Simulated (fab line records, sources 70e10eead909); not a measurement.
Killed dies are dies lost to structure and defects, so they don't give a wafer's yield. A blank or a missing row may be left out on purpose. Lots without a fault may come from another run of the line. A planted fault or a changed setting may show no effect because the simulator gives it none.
Which tool did it? | flow nand_harc | 24 lots, 72 wafers sampled, at 4 steps of a route of 1302

WHAT THE GAUGES READ, wafer by wafer
NHARC_P_M0_OVL_MEAS_10: pitch 180 nm. Usual: overlay_x_nm 0.2 nm, standard deviation 0.75; overlay_y_nm -0.1 nm, standard deviation 0.75.
lot  | measured     | on         | overlay_x_nm (nm) | overlay_y_nm (nm) | flag
L074 | day 5 22:51  | overlay-01 | -1.6 -0.8 -1.1    | -0.5 -0.8 -0.5    |
L075 | day 6 06:28  | overlay-01 | 0.1 0.8 0.7       | -0.7 -1.5 -1.8    |
L076 | day 6 22:59  | overlay-02 | -0.4 -0.4 -0.8    | -0.9 -0.6 -0.2    |
L077 | day 7 05:01  | overlay-02 | 1.6 1.6 1.9       | -0.5 0.5 -0.7     |
L079 | day 8 03:36  | overlay-01 | 0.7 0.4 0.3       | -0.3 -0.3 0.0     |
L078 | day 8 04:13  | overlay-02 | 0.5 -0.4 0.3      | -1.7 -1.5 -1.0    |
L080 | day 8 22:10  | overlay-01 | 1.5 0.7 1.4       | -0.4 -0.4 0.1     |
L081 | day 9 09:00  | overlay-01 | -0.3 0.0 0.1      | 0.0 -0.5 0.2      |
L082 | day 9 09:34  | overlay-01 | 1.0 1.0 0.6       | -1.0 -1.0 -1.4    |
L083 | day 10 04:15 | overlay-01 | 0.4 0.1 0.2       | -0.4 0.6 0.1      |
L084 | day 10 11:55 | overlay-02 | 0.6 0.8 1.0       | -0.1 -0.5 -0.1    |
L085 | day 10 17:57 | overlay-02 | -0.3 -0.2 0.1     | 0.6 0.4 0.7       |
L086 | day 11 00:46 | overlay-02 | 0.6 0.7 1.1       | 0.6 1.0 0.7       |
L087 | day 11 06:40 | overlay-02 | 0.2 0.2 0.2       | -0.4 -0.7 -0.5    |
L088 | day 12 01:26 | overlay-01 | 0.4 -0.2 -0.2     | -0.1 0.0 0.4      |
L089 | day 12 04:51 | overlay-02 | 0.2 -0.4 -0.5     | 1.1 1.5 1.0       |
L090 | day 13 01:29 | overlay-01 | -0.6 -1.0 -0.3    | 0.6 0.6 0.2       |
L091 | day 13 03:49 | overlay-02 | 0.7 0.4 0.6       | 0.5 0.4 0.6       |
L092 | day 13 19:50 | overlay-02 | 0.6 -0.3 0.5      | -1.0 -0.9 -0.7    |
L093 | day 13 20:07 | overlay-01 | 0.5 0.4 0.3       | 1.0 1.2 1.2       |
L094 | day 14 10:21 | overlay-02 | -0.4 -1.1 -0.9    | 0.4 0.1 0.3       |
L095 | day 15 05:49 | overlay-02 | 0.7 -0.3 -0.2     | 0.8 0.7 0.8       |
L096 | day 15 17:11 | overlay-01 | 1.0 1.2 0.9       | -0.7 -0.8 -0.6    |
L097 | day 15 20:16 | overlay-02 | -0.9 -0.7 -0.9    | -0.4 0.1 0.5      |

NHARC_P_M1_OVL_MEAS_10: pitch 260 nm. Usual: overlay_x_nm 0.2 nm, standard deviation 0.76; overlay_y_nm 0.3 nm, standard deviation 0.94.
lot  | measured     | on         | overlay_x_nm (nm) | overlay_y_nm (nm) | flag
L074 | day 6 02:46  | overlay-01 | 0.2 0.2 0.5       | 0.7 0.5 0.4       |
L075 | day 6 10:39  | overlay-02 | -0.1 0.1 0.1      | 0.8 0.6 1.1       |
L076 | day 7 03:07  | overlay-02 | 0.5 -0.4 0.1      | 0.5 0.0 1.0       |
L077 | day 7 08:55  | overlay-01 | -1.0 -0.5 -0.8    | -0.3 0.3 0.3      |
L079 | day 8 07:38  | overlay-02 | 0.5 0.4 0.0       | 0.9 0.9 0.3       |
L078 | day 8 08:18  | overlay-02 | 1.2 2.2 1.7       | 0.8 0.9 0.6       |
L080 | day 9 02:13  | overlay-02 | 0.0 -0.5 -0.7     | 2.0 1.8 2.3       |
L081 | day 9 13:21  | overlay-01 | 0.9 0.9 0.6       | -0.7 -1.2 -0.3    |
L082 | day 9 13:41  | overlay-02 | -0.1 -0.6 -0.7    | 0.4 0.6 0.7       |
L083 | day 10 08:17 | overlay-02 | 1.0 0.8 0.2       | -0.2 -0.4 0.2     |
L084 | day 10 15:57 | overlay-02 | -0.2 0.0 0.0      | -1.0 -0.8 -1.1    |
L085 | day 10 22:42 | overlay-02 | -1.2 -0.7 -0.6    | -1.3 -1.4 -1.4    |
L086 | day 11 04:49 | overlay-02 | -0.4 0.1 0.3      | -0.6 -0.8 -0.6    |
L087 | day 11 10:43 | overlay-01 | 1.4 1.2 1.0       | 1.2 1.0 1.1       |
L088 | day 12 05:38 | overlay-02 | 2.0 0.9 0.8       | -0.1 -1.2 -0.8    |
L089 | day 12 09:16 | overlay-02 | -1.9 -1.3 -1.1    | 0.0 0.2 0.7       |
L090 | day 13 05:23 | overlay-02 | 1.4 1.8 1.7       | -1.4 -0.8 -0.8    |
L091 | day 13 07:52 | overlay-01 | 1.1 0.5 1.0       | 1.7 1.8 1.5       |
L092 | day 13 23:56 | overlay-01 | -0.5 -0.3 -0.4    | 1.3 1.7 2.0       |
L093 | day 14 00:17 | overlay-02 | 0.7 0.7 0.4       | 0.7 1.0 0.9       |
L094 | day 14 14:28 | overlay-01 | 0.4 1.0 -0.1      | 0.2 1.3 0.9       |
L095 | day 15 09:49 | overlay-02 | 0.2 0.4 0.2       | -0.6 -0.7 -0.3    |
L096 | day 15 21:16 | overlay-01 | 0.3 0.1 0.2       | 0.0 0.8 0.1       |
L097 | day 16 00:14 | overlay-02 | -0.3 -0.1 -0.6    | 0.8 0.6 0.2       |

NHARC_P_M1_INSPECT_11. Usual: raw_defect_count 4.4, standard deviation 2.7.
lot  | measured     | on                | raw_defect_count | flag
L074 | day 6 02:48  | defect_inspect-01 | 9 3 6            |
L075 | day 6 10:41  | defect_inspect-02 | 2 2 1            |
L076 | day 7 03:09  | defect_inspect-01 | 5 7 7            |
L077 | day 7 08:57  | defect_inspect-01 | 2 9 5            |
L079 | day 8 07:41  | defect_inspect-01 | 2 1 3            |
L078 | day 8 08:20  | defect_inspect-02 | 6 6 4            |
L080 | day 9 02:16  | defect_inspect-02 | 5 3 2            |
L081 | day 9 13:23  | defect_inspect-02 | 1 5 4            |
L082 | day 9 13:43  | defect_inspect-02 | 3 2 2            |
L083 | day 10 08:20 | defect_inspect-01 | 12 3 7           |
L084 | day 10 15:59 | defect_inspect-01 | 3 7 7            |
L085 | day 10 22:44 | defect_inspect-01 | 2 4 5            |
L086 | day 11 04:52 | defect_inspect-01 | 9 6 2            |
L087 | day 11 10:46 | defect_inspect-02 | 3 5 2            |
L088 | day 12 05:40 | defect_inspect-02 | 4 4 4            |
L089 | day 12 09:18 | defect_inspect-02 | 19 7 9           |
L090 | day 13 05:25 | defect_inspect-02 | 7 5 6            |
L091 | day 13 07:53 | defect_inspect-02 | 1 6 4            |
L092 | day 13 23:59 | defect_inspect-01 | 0 11 2           |
L093 | day 14 00:20 | defect_inspect-01 | 4 5 4            |
L094 | day 14 14:30 | defect_inspect-02 | 3 5 5            |
L095 | day 15 09:51 | defect_inspect-02 | 6 3 7            |
L096 | day 15 21:18 | defect_inspect-02 | 5 1 4            |
L097 | day 16 00:16 | defect_inspect-01 | 3 8 5            |

NHARC_P_M1_CD_MEAS_16. Usual: cd_nm 130.3 nm, standard deviation 0.88.
lot  | measured     | on        | cd_nm (nm)        | flag
L074 | day 6 03:10  | cd_sem-03 | 131.2 130.2 129.7 |
L075 | day 6 11:04  | cd_sem-02 | 130.1 131.2 130.4 |
L076 | day 7 03:34  | cd_sem-03 | 130.2 129.8 131.2 |
L077 | day 7 09:19  | cd_sem-03 | 130.9 130.1 130.2 |
L079 | day 8 08:03  | cd_sem-02 | 130.3 129.2 130.5 |
L078 | day 8 08:42  | cd_sem-02 | 130.8 130.6 131.2 |
L080 | day 9 02:38  | cd_sem-02 | 130.2 129.9 130.5 |
L081 | day 9 13:45  | cd_sem-02 | 129.9 131.1 130.7 |
L082 | day 9 14:05  | cd_sem-03 | 130.6 132.2 129.6 |
L083 | day 10 08:42 | cd_sem-02 | 129.9 130.5 128.4 |
L084 | day 10 16:21 | cd_sem-03 | 128.7 129.1 129.0 |
L085 | day 10 23:06 | cd_sem-03 | 130.4 128.4 130.0 |
L086 | day 11 05:14 | cd_sem-03 | 129.0 129.6 129.5 |
L087 | day 11 11:10 | cd_sem-03 | 130.6 130.3 129.4 |
L088 | day 12 06:02 | cd_sem-03 | 131.3 130.8 130.1 |
L089 | day 12 09:40 | cd_sem-01 | 130.6 130.9 131.6 |
L090 | day 13 05:47 | cd_sem-01 | 127.9 129.8 130.8 |
L091 | day 13 08:16 | cd_sem-03 | 130.7 129.4 131.1 |
L092 | day 14 00:22 | cd_sem-01 | 130.4 129.4 129.2 |
L093 | day 14 00:42 | cd_sem-01 | 130.5 130.4 129.8 |
L094 | day 14 14:52 | cd_sem-03 | 130.0 132.1 131.6 |
L095 | day 15 10:13 | cd_sem-01 | 130.6 129.4 130.1 |
L096 | day 15 21:40 | cd_sem-01 | 130.3 130.8 129.3 |
L097 | day 16 00:38 | cd_sem-03 | 130.8 130.9 130.7 |

WHICH TOOL RAN EACH LOT (tool, then ch and the chambers of the sampled wafers, then the start)
The record holds no process step before these readings.

WHAT THE TOOLS THEMSELVES READ (means of the sampled wafers that have a number; where no wafer has one, the mark that the record gives instead)
The record holds no such reading with a usual standard deviation.

THE ANSWER, worked out from the rows above alone
Rule: a lot is off if the mean of its wafers that have a number lies more than 3 standard deviations from the usual mean. A lot without any number at a reading at which 4 lots or more have one is off too. The other lots that the step has rows for count as sound. The gauges are gone through in route order, then the tools' own readings, and for those a lot's mean is taken as printed above. The first step at which some lot is off is used, and at that step the reading that is off furthest; a lot without a number counts as furthest.
No lot is off at any reading shown: from this, nothing can be told.

WHAT THE SIMULATOR HAD PUT IN
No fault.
